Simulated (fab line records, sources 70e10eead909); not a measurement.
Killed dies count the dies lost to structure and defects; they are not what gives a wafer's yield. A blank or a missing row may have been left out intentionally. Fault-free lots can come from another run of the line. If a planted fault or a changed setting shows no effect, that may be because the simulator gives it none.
Chamber matching / flow nand harc / NHARC_P_M1_PRE_CLEAN_32 on pecvd-02 has 3 sister chambers
The step time 12 s. 39 wafers are shown with their chamber, then 12 later ones without.

WAFERS WITH THEIR CHAMBER
wafer=L074.1; chamber=2; heater power w (W)=538
wafer=L074.2; chamber=1; heater power w (W)=625
wafer=L074.3; chamber=0; heater power w (W)=606
wafer=L075.1; chamber=0; heater power w (W)=631
wafer=L075.3; chamber=2; heater power w (W)=555
wafer=L075.5; chamber=0; heater power w (W)=625
wafer=L077.2; chamber=2; heater power w (W)=629
wafer=L077.4; chamber=1; heater power w (W)=534
wafer=L077.6; chamber=2; heater power w (W)=620
wafer=L078.1; chamber=1; heater power w (W)=658
wafer=L078.2; chamber=0; heater power w (W)=630
wafer=L078.3; chamber=2; heater power w (W)=547
wafer=L078.4; chamber=2; heater power w (W)=551
wafer=L078.5; chamber=0; heater power w (W)=619
wafer=L078.6; chamber=1; heater power w (W)=646
wafer=L081.1; chamber=2; heater power w (W)=567
wafer=L081.3; chamber=0; heater power w (W)=626
wafer=L081.5; chamber=2; heater power w (W)=582
wafer=L081.2; chamber=1; heater power w (W)=631
wafer=L081.4; chamber=1; heater power w (W)=651
wafer=L081.6; chamber=0; heater power w (W)=632
wafer=L082.1; chamber=1; heater power w (W)=645
wafer=L082.2; chamber=2; heater power w (W)=585
wafer=L082.3; chamber=0; heater power w (W)=608
wafer=L086.1; chamber=0; heater power w (W)=594
wafer=L086.2; chamber=2; heater power w (W)=580
wafer=L086.5; chamber=1; heater power w (W)=626
wafer=L089.1; chamber=1; heater power w (W)=610
wafer=L089.2; chamber=0; heater power w (W)=647
wafer=L089.6; chamber=1; heater power w (W)=611
wafer=L088.2; chamber=0; heater power w (W)=618
wafer=L088.4; chamber=2; heater power w (W)=600
wafer=L088.5; chamber=0; heater power w (W)=645
wafer=L088.1; chamber=2; heater power w (W)=591
wafer=L088.3; chamber=1; heater power w (W)=605
wafer=L088.6; chamber=1; heater power w (W)=609
wafer=L095.1; chamber=1; heater power w (W)=634
wafer=L095.2; chamber=2; heater power w (W)=600
wafer=L095.5; chamber=2; heater power w (W)=578

SIGNATURES (averages over the wafers above)
reading=heater power w; chamber 0=623.42; chamber 1=621.92; chamber 2=580.21; scatter within a chamber=25.9
Rule: distance of a wafer from a chamber = root of the sum over the readings of ((wafer's reading minus chamber's mean) / reading's scatter) squared. If the next closest chamber is less than 2 further off than the closest, the wafer can't be placed; otherwise it belongs to the closest. The scatter is the square root of a quotient: the sum, over the shown wafers, of each reading's squared deviation from its chamber's mean, divided by wafers minus chambers.

WAFERS MISSING THEIR CHAMBER
wafer=L095.3; heater power w (W)=633
wafer=L095.4; heater power w (W)=638
wafer=L095.6; heater power w (W)=645
wafer=L094.1; heater power w (W)=641
wafer=L094.3; heater power w (W)=595
wafer=L094.6; heater power w (W)=515
wafer=L094.2; heater power w (W)=505
wafer=L094.4; heater power w (W)=632
wafer=L094.5; heater power w (W)=581
wafer=L097.2; heater power w (W)=594
wafer=L097.3; heater power w (W)=620
wafer=L097.4; heater power w (W)=586

THE CHAMBER EACH PASSED THROUGH
wafer=L095.3; from the rows above=can't be placed: 0 or 1 or 2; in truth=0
wafer=L095.4; from the rows above=can't be placed: 0 or 1 or 2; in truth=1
wafer=L095.6; from the rows above=can't be placed: 0 or 1 or 2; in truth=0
wafer=L094.1; from the rows above=can't be placed: 0 or 1 or 2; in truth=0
wafer=L094.3; from the rows above=can't be placed: 2 or 1 or 0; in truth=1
wafer=L094.6; from the rows above=can't be placed: 2 or 1 or 0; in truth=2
wafer=L094.2; from the rows above=can't be placed: 2 or 1 or 0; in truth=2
wafer=L094.4; from the rows above=can't be placed: 0 or 1 or 2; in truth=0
wafer=L094.5; from the rows above=can't be placed: 2 or 1 or 0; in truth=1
wafer=L097.2; from the rows above=can't be placed: 2 or 1 or 0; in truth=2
wafer=L097.3; from the rows above=can't be placed: 1 or 0 or 2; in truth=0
wafer=L097.4; from the rows above=can't be placed: 2 or 1 or 0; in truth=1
Correctly placed: 0 of 12. Unplaceable from these rows: 12, with the true chamber sitting among the candidates in 12. Number placed wrongly: 0.
